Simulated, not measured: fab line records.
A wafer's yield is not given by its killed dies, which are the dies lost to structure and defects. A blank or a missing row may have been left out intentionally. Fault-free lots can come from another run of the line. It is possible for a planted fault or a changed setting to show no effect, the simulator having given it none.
Chamber matching    flow nand harc    NHARC_A_SGD_CUT_DEP_00 on pecvd-01: 3 sister chambers
The step deposits SiNx, target thk 50 nm. 6 wafers are shown with their chamber, then 12 later ones without.

WAFERS, EACH WITH ITS CHAMBER
wafer   chamber  heater power w (W)
L080.1  0        710
L084.5  2        753
L084.6  0        733
L086.3  1        832
L086.5  1        844
L086.6  2        705

WAFERS WITH NO CHAMBER GIVEN
wafer   heater power w (W)
L090.3  887
L090.5  878
L090.6  621
L088.4  896
L088.5  773
L088.6  671
L091.1  871
L091.2  632
L091.5  648
L097.1  733
L097.3  768
L097.5  886

CHAMBER TAKEN BY EACH
wafer   from the rows above           in truth
L090.3  1                             1
L090.5  1                             1
L090.6  can't be placed: 0 or 2       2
L088.4  1                             1
L088.5  can't be placed: 2 or 0 or 1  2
L088.6  can't be placed: 0 or 2       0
L091.1  1                             1
L091.2  can't be placed: 0 or 2       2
L091.5  can't be placed: 0 or 2       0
L097.1  can't be placed: 2 or 0       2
L097.3  can't be placed: 2 or 0 or 1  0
L097.5  1                             1
Correct placement for 5 of the 12. Cannot be placed on the basis of these rows: 7; the candidates contain the true chamber in 7. 0 placed wrongly.
How it was worked out, from the rows above alone: a wafer's distance from a chamber is the root of the sum, over the readings, of the square of ((its reading less the chamber's mean) divided by the reading's scatter). The wafer belongs to the nearest chamber; if the next one is less than 2 further off, it can't be placed. Each chamber's mean is taken over the wafers shown for it. The scatter: take each reading less its chamber's mean, square it, sum over the shown wafers, divide by the number of wafers less the number of chambers, and take the root.
